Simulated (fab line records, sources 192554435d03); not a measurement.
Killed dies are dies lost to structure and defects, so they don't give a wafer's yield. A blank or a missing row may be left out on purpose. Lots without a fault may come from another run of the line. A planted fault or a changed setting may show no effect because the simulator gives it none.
A struck lot beside a sound one | flow n5_finfet | 18 steps out of a route of 1938
Sound: wafers L455.2, L455.4, L455.6. Struck: wafers L465.1, L465.4, L465.6. The cause comes at the end.
At each step with rows: each side's tool, then ch and its chambers, then its first start. Under that, the readings that differ: sound wafers | struck wafers | difference of the means | sigmas: that difference in standard deviations of wafers without a fault.
alike: readings whose means differ by less than 2 such deviations, and words and numbers that are the same on both sides. not compared: withheld readings, readings that some wafer has no value for, bounds like >300 that may hide the same value, and numbers for which the record gives no deviation and whose values overlap.
The two part at a step that has a row with sigmas, a row that says differs or no value, or rows on one side only. Numbers that don't overlap but have no deviation are shown without sigmas and don't part them. A reading that every wafer of one side lacks parts them only if that side has two wafers or more.

N5_MOL_CONTACT_COAG_VIA_ETCH_117: etches SiO2 in C4F6/O2, target depth 40 nm, overetch 8 nm, time 26 s.
  sound on rie_diel-01 ch 1,2,3, day 6 04:26; struck on rie_diel-03 ch 0,1,3, day 8 19:56
  alike: drypump_motor_current_A, oes_product_au, rf_vpp_V, showerhead_plenum_p_Torr, throttle_valve_pct
  not compared: rf_hours_counter_h
N5_MOL_CONTACT_COAG_ETCH_124: etches SiNx in CH3F/O2, stops on SiOC, target depth 6.5 nm.
  sound on rie_diel-01 ch 1,2,3, day 6 04:28; struck on rie_diel-03 ch 0,1,3, day 8 19:58
  alike: drypump_motor_current_A, oes_product_au, rf_vpp_V, showerhead_plenum_p_Torr, throttle_valve_pct
  not compared: rf_hours_counter_h
N5_MOL_CONTACT_COAG_ETCH_48: etches SiOC in C4F6/O2, target depth 15 nm, overetch 4.5 nm, time 17 s.
  sound on rie_diel-01 ch 1,2,3, day 6 04:30; struck on rie_diel-03 ch 0,1,3, day 8 20:01
  alike: drypump_motor_current_A, oes_product_au, rf_vpp_V, showerhead_plenum_p_Torr, throttle_valve_pct
  not compared: rf_hours_counter_h
then, 1 step without rows for these wafers: N5_MOL_CONTACT_COAG_STRIP_72 (strips in N2/H2).
N5_MOL_CONTACT_COAG_STRIP_49: strips in N2/H2, time 30 s.
  sound on plasma_asher-02 ch 0,1, day 6 04:38; struck on plasma_asher-02 ch 0, day 8 20:09
  alike: drypump_motor_current_A, heater_power_w, temp_c
  not compared: rf_hours_counter_h
then, 2 steps without rows for these wafers: N5_MOL_CONTACT_COAG_PRECLEAN_138 (cleans in alkaline clean, time 60 s); N5_MOL_CONTACT_COAG_SRD_139 (time 30 s).
N5_MOL_CONTACT_COAG_CD_MEAS_101: target cd 16 nm.
  sound on cd_sem-03, day 6 04:47; struck on cd_sem-01, day 8 20:17
  alike: cd_nm
then, 4 steps without rows for these wafers: N5_MOL_CONTACT_COAG_PRE_CLEAN_121; N5_MOL_CONTACT_COAG_CVD_140 (deposits W, target thk 66.5 nm, time 215 s); N5_MOL_CONTACT_COAG_PRECLEAN_127 (cleans in DIW, time 57.5 s); N5_MOL_CONTACT_COAG_SRD_128 (dry time 32 s).
N5_MOL_CONTACT_COAG_CMP_52: polishes, stops on SiO2, t overpolish 1.5 s, target thk 66.5 nm.
  sound on cmp-01 ch 1,2, day 6 05:14; struck on cmp-01 ch 0,3, day 8 20:45
  alike: motor_current_A, overpolish_run_s, slurry_flow_ml_min, time_to_endpoint_s
N5_MOL_CONTACT_COAG_THK_MEAS_53:
  sound on film_metro-01, day 6 05:32; struck on film_metro-01, day 8 21:02
  alike: VIA_MOL_THK
N5_MOL_CONTACT_COAG_ANNEAL_112: time 1800 s.
  sound on hp_anneal-01 ch 0, day 6 05:34; struck on hp_anneal-01 ch 0, day 8 21:04
  alike: spike_tc_bottom_C, wafer_temp_C_max, zone_power_centre_pct
N5_MOL_CONTACT_COAG_INSPECT_97: inspects for defects (darkfield).
  sound on defect_inspect-02, day 6 08:37; struck on defect_inspect-02, day 9 00:07
  reading          | sound    | struck      | difference | sigmas
  raw_defect_count | 31 41 11 | 288 267 327 | +266       | +17
-- the record jumps here: 4 days lie between the struck wafers' starts before and after (it left off in module MOL_CONTACT_COAG and takes up again in module BEOL_M4, whose first step shown is number 1111 of the route) --
N5_BEOL_M4_RC_MEAS_101:
  sound on prober-01 ch 0, day 9 00:53; struck on prober-02 ch 0, day 12 18:31
  alike: DIBL_N, DIBL_P, IOFF_N, IOFF_P, ION_N, ION_P, SS_N, SS_P, VT_N, VT_P
-- the record jumps here: 5 days lie between the struck wafers' starts before and after (it left off in module BEOL_M4 and takes up again in module PASSIVATION, whose first step shown is number 1936 of the route) --
N5_PASSIVATION_PROBE_49:
  the record has rows for the struck wafers here (prober-01, day 17 08:02) and none for the sound ones

WHERE THEY PART
First at N5_MOL_CONTACT_COAG_INSPECT_97; last, within this record, at N5_PASSIVATION_PROBE_49.

WHY: what the simulator had put in
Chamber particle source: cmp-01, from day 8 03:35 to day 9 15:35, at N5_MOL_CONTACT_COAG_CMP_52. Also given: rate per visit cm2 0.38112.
